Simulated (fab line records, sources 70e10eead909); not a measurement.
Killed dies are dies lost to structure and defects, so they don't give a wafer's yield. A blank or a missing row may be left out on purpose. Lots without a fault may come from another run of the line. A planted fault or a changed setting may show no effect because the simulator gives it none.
Chamber matching | flow nand_harc | NHARC_A_STAIRCASE_TRIM_229 on rie_diel-06: 4 sister chambers
The step chemistry O2, time 211.2 s. 18 wafers are shown with their chamber, then 9 later ones without.

WAFERS WITH THEIR CHAMBER
wafer  | chamber | drypump_motor_current_A (A) | showerhead_plenum_p_Torr (Torr) | throttle_valve_pct (%)
L074.2 | 2       | 6.3                         | 3.63                            | 17.033
L074.4 | 1       | 5.9                         | 3.80                            | 17.033
L074.6 | 0       | 4.8                         | 3.36                            | 17.029
L077.2 | 1       | 5.9                         | 3.80                            | 17.044
L077.3 | 3       | 6.7                         | 3.44                            | 17.056
L077.4 | 2       | 6.3                         | 3.63                            | 17.044
L081.1 | 2       | 6.3                         | 3.62                            | 17.044
L081.5 | 0       | 4.8                         | 3.35                            | 17.042
L081.6 | 1       | 6.0                         | 3.79                            | 17.025
L084.1 | 2       | 6.3                         | 3.61                            | 17.031
L084.2 | 0       | 4.8                         | 3.35                            | 17.029
L084.6 | 3       | 6.7                         | 3.43                            | 17.056
L083.2 | 1       | 5.9                         | 3.78                            | 17.040
L083.3 | 3       | 6.7                         | 3.43                            | 17.034
L083.4 | 0       | 4.8                         | 3.35                            | 17.045
L089.3 | 1       | 5.9                         | 3.78                            | 17.019
L089.4 | 2       | 6.3                         | 3.61                            | 17.027
L089.6 | 3       | 6.7                         | 3.43                            | 17.044

SIGNATURES (means of the wafers above)
reading                  | chamber 0 | chamber 1 | chamber 2 | chamber 3 | scatter within a chamber
drypump_motor_current_A  | 4.800     | 5.920     | 6.300     | 6.700     | 0.0239
showerhead_plenum_p_Torr | 3.3525    | 3.7900    | 3.6200    | 3.4325    | 0.00824
throttle_valve_pct       | 17.03625  | 17.03220  | 17.03580  | 17.04750  | 0.00935
Rule: a wafer's distance from a chamber is the root of the sum, over the readings, of the square of ((its reading less the chamber's mean) divided by the reading's scatter). The wafer belongs to the nearest chamber; if the next one is less than 2 further off, it can't be placed. The scatter: the root of (the sum of the squares of (reading less its chamber's mean) over the shown wafers, divided by (wafers less chambers)).

WAFERS WITHOUT THEIR CHAMBER
wafer  | drypump_motor_current_A (A) | showerhead_plenum_p_Torr (Torr) | throttle_valve_pct (%)
L091.1 | 5.9                         | 3.77                            | 17.035
L091.4 | 6.7                         | 3.42                            | 17.039
L091.5 | 6.7                         | 3.42                            | 17.045
L094.1 | 6.3                         | 3.60                            | 17.045
L094.5 | 6.7                         | 3.42                            | 17.040
L094.6 | 6.3                         | 3.60                            | 17.034
L097.2 | 6.7                         | 3.42                            | 17.043
L097.4 | 4.8                         | 3.33                            | 17.025
L097.6 | 4.8                         | 3.33                            | 17.017

WHICH CHAMBER EACH WENT THROUGH
wafer  | from the rows above | in truth
L091.1 | 1                   | 1
L091.4 | 3                   | 3
L091.5 | 3                   | 3
L094.1 | 2                   | 2
L094.5 | 3                   | 3
L094.6 | 2                   | 2
L097.2 | 3                   | 3
L097.4 | 0                   | 0
L097.6 | 0                   | 0
Placed correctly: 9 of 9. Can't be placed from these rows: 0. Placed wrongly: 0.
